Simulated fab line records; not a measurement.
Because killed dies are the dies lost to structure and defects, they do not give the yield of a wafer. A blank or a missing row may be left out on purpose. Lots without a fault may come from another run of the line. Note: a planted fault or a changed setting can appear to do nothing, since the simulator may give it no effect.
Which tool was responsible? / flow n5_finfet / 10 lots, 30 wafers sampled, at 2 steps of a route of 1938

WHAT THE GAUGES SHOWED, per wafer
N5_BEOL_M11_INSPECT_30: inspects for defects (brightfield).
lot=L770; measured=day 11 14:21; on=defect_inspect-02; raw_defect_count=491 642 605
lot=L767; measured=day 11 19:57; on=defect_inspect-01; raw_defect_count=405 370 336
lot=L769; measured=day 12 08:25; on=defect_inspect-01; raw_defect_count=453 546 353
lot=L772; measured=day 12 18:35; on=defect_inspect-01; raw_defect_count=349 347 385
lot=L773; measured=day 12 20:51; on=defect_inspect-01; raw_defect_count=607 614 731
lot=L775; measured=day 14 05:12; on=defect_inspect-01; raw_defect_count=532 677 422
lot=L774; measured=day 14 08:02; on=defect_inspect-02; raw_defect_count=491 374 606
lot=L778; measured=day 14 10:55; on=defect_inspect-02; raw_defect_count=636 527 550
lot=L777; measured=day 14 11:06; on=defect_inspect-02; raw_defect_count=446 530 330
lot=L780; measured=day 15 07:33; on=defect_inspect-01; raw_defect_count=363 402 475

WHICH TOOL RAN EACH LOT (tool, then ch and the chambers of the sampled wafers, then the start)
lot=L770; N5_BEOL_M11_HM_OPEN_17=rie_metal-01 ch 0,1, day 11 13:12
lot=L767; N5_BEOL_M11_HM_OPEN_17=rie_metal-02 ch 0,1, day 11 19:17
lot=L769; N5_BEOL_M11_HM_OPEN_17=rie_metal-02 ch 0,1, day 12 04:03
lot=L772; N5_BEOL_M11_HM_OPEN_17=rie_metal-03 ch 0,1, day 12 16:13
lot=L773; N5_BEOL_M11_HM_OPEN_17=rie_metal-01 ch 0,1, day 12 20:08
lot=L775; N5_BEOL_M11_HM_OPEN_17=rie_metal-01 ch 0,1, day 14 04:19
lot=L774; N5_BEOL_M11_HM_OPEN_17=rie_metal-02 ch 1, day 14 06:50
lot=L778; N5_BEOL_M11_HM_OPEN_17=rie_metal-03 ch 0,1, day 14 09:20
lot=L777; N5_BEOL_M11_HM_OPEN_17=rie_metal-01 ch 0,1, day 14 09:34
lot=L780; N5_BEOL_M11_HM_OPEN_17=rie_metal-01 ch 0,1, day 15 05:50
- N5_BEOL_M11_HM_OPEN_17: chemistry Cl2/BCl3, target TiN, target depth 20 nm, overetch 6 nm.

THE ANSWER, worked out from the rows above alone
Rule: the usual values come from the lots themselves. Put in order of their means at a reading, lots are off if they are a third of the lots or fewer, leave a main group of 4 or more, and stand apart from it by a gap of 3 or more times the standard deviation of the main group's means; of several such gaps the widest counts. If all means in a main group match to the digits the tables above print for the reading, that group is not used. A lot without any number at a reading at which 4 lots or more have one is off too. All remaining lots with rows at the step are treated as sound.
Across all readings shown, no lot is off: no conclusion can be drawn from this.

WHAT THE SIMULATOR PUT IN
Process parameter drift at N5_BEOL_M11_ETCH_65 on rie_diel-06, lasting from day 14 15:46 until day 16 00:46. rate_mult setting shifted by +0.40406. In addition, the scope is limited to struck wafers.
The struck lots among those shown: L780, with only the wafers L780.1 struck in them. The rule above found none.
